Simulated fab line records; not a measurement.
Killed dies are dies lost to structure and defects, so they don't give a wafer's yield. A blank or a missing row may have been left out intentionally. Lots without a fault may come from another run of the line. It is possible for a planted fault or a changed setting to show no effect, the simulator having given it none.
Split-lot experiment / flow n5-finfet / on a route of 1938 steps: 7 lots, 21 wafers read

== THE SPLIT ==
At N5_PASSIVATION_EXPOSE_41 (exposes mask PASS OPEN, defocus 0 nm, target cd 40000 nm), the setting dose-mj was moved away from the recipe's 57.25 on 8 of the 21 wafers read, by -5.9% to +6.9%. The other wafers ran this setting at the recipe's value.

== FROM THE SPLIT TO THE READING: what the file shows between them, 3 steps ==
- N5_PASSIVATION_PEB_42
- N5_PASSIVATION_DEVELOP_43: develop time 60 s
- N5_PASSIVATION_HARDBAKE_45: time 120 s

== THE READING ==
cd-nm, in nm, at N5_PASSIVATION_CD_MEAS_44 (target cd 40000 nm). Typical for fault-free wafers on this fab line: 40000 nm, with standard deviation 3.2 nm.

wafer=L078.1; tool, chamber at the split=krf-scanner-02, 0; dose-mj as run=60.72; against the recipe=+6.1%; cd-nm, nm=40022; against lot-mates on the recipe=+22
wafer=L078.3; tool, chamber at the split=krf-scanner-02, 0; dose-mj as run=57.25; against the recipe=recipe; cd-nm, nm=40000; against lot-mates on the recipe=-
wafer=L078.6; tool, chamber at the split=krf-scanner-02, 0; dose-mj as run=57.25; against the recipe=recipe; cd-nm, nm=39999; against lot-mates on the recipe=-
wafer=L083.1; tool, chamber at the split=krf-scanner-01, 0; dose-mj as run=57.25; against the recipe=recipe; cd-nm, nm=40001; against lot-mates on the recipe=-
wafer=L083.2; tool, chamber at the split=krf-scanner-01, 0; dose-mj as run=57.25; against the recipe=recipe; cd-nm, nm=40005; against lot-mates on the recipe=-
wafer=L083.6; tool, chamber at the split=krf-scanner-01, 0; dose-mj as run=57.25; against the recipe=recipe; cd-nm, nm=40004; against lot-mates on the recipe=-
wafer=L089.1; tool, chamber at the split=krf-scanner-01, 0; dose-mj as run=55.58; against the recipe=-2.9%; cd-nm, nm=39994; against lot-mates on the recipe=-12
wafer=L089.3; tool, chamber at the split=krf-scanner-01, 0; dose-mj as run=55.58; against the recipe=-2.9%; cd-nm, nm=39991; against lot-mates on the recipe=-15
wafer=L089.5; tool, chamber at the split=krf-scanner-01, 0; dose-mj as run=57.25; against the recipe=recipe; cd-nm, nm=40006; against lot-mates on the recipe=-
wafer=L088.4; tool, chamber at the split=krf-scanner-01, 0; dose-mj as run=61.06; against the recipe=+6.7%; cd-nm, nm=40024; against lot-mates on the recipe=+24
wafer=L088.5; tool, chamber at the split=krf-scanner-01, 0; dose-mj as run=57.25; against the recipe=recipe; cd-nm, nm=40000; against lot-mates on the recipe=-
wafer=L088.6; tool, chamber at the split=krf-scanner-01, 0; dose-mj as run=61.06; against the recipe=+6.7%; cd-nm, nm=40021; against lot-mates on the recipe=+21
wafer=L093.1; tool, chamber at the split=krf-scanner-02, 0; dose-mj as run=57.25; against the recipe=recipe; cd-nm, nm=40002; against lot-mates on the recipe=-
wafer=L093.3; tool, chamber at the split=krf-scanner-02, 0; dose-mj as run=53.87; against the recipe=-5.9%; cd-nm, nm=39979; against lot-mates on the recipe=-23
wafer=L093.6; tool, chamber at the split=krf-scanner-02, 0; dose-mj as run=53.87; against the recipe=-5.9%; cd-nm, nm=39982; against lot-mates on the recipe=-20
wafer=L094.1; tool, chamber at the split=krf-scanner-01, 0; dose-mj as run=57.25; against the recipe=recipe; cd-nm, nm=40003; against lot-mates on the recipe=-
wafer=L094.2; tool, chamber at the split=krf-scanner-01, 0; dose-mj as run=57.25; against the recipe=recipe; cd-nm, nm=40003; against lot-mates on the recipe=-
wafer=L094.5; tool, chamber at the split=krf-scanner-01, 0; dose-mj as run=57.25; against the recipe=recipe; cd-nm, nm=40004; against lot-mates on the recipe=-
wafer=L096.1; tool, chamber at the split=krf-scanner-01, 0; dose-mj as run=57.25; against the recipe=recipe; cd-nm, nm=40002; against lot-mates on the recipe=-
wafer=L096.2; tool, chamber at the split=krf-scanner-01, 0; dose-mj as run=61.22; against the recipe=+6.9%; cd-nm, nm=40031; against lot-mates on the recipe=+30
wafer=L096.5; tool, chamber at the split=krf-scanner-01, 0; dose-mj as run=57.25; against the recipe=recipe; cd-nm, nm=39999; against lot-mates on the recipe=-

FIT RESULTS
A straight line over all 21 wafers: cd-nm changes by +3.48 nm for each +1% of dose-mj; r = +0.98; the points scatter about the line by 2.5 nm.
The same after taking each lot's own level away (the mean of its wafers on the recipe; 21 wafers): +3.77 nm for each +1%; r = +0.99; scatter 2 nm.
On that fit, the largest move of dose-mj shifts the reading by 26 nm.
From 39999.5 to 40006.0 nm: that is the span of the lots' own levels, equal to 2.0 times the standard deviation above.
Hence the lot-to-lot level has little effect on the slope; both slopes agree.
Check: +24.7 nm against its lot-mates is what the line predicts for one of the wafers moved furthest among these (+6.9%) when that wafer is left out of the fit. Against them it came out at +30.5 nm.

== ADDITIONAL SPLITS CARRIED BY THESE WAFERS ==
Before the reading, these wafers also passed through other splits. Each is held against what the fit with the lots' levels taken away leaves over:
other split on the same wafers=N5_MIM_BOT_LITHO_DEVELOP_07 develop-time-s; wafers away from the commonest value=6; r with cd-nm (lot level and that fit taken away)=+0.08
other split on the same wafers=N5_MIM_BOT_ETCH_ETCH_04 time-s; wafers away from the commonest value=8; r with cd-nm (lot level and that fit taken away)=+0.00

== FILE'S OWN FIT ==
cd-nm changes by +3.84 nm for each +1% of dose-mj, r = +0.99.
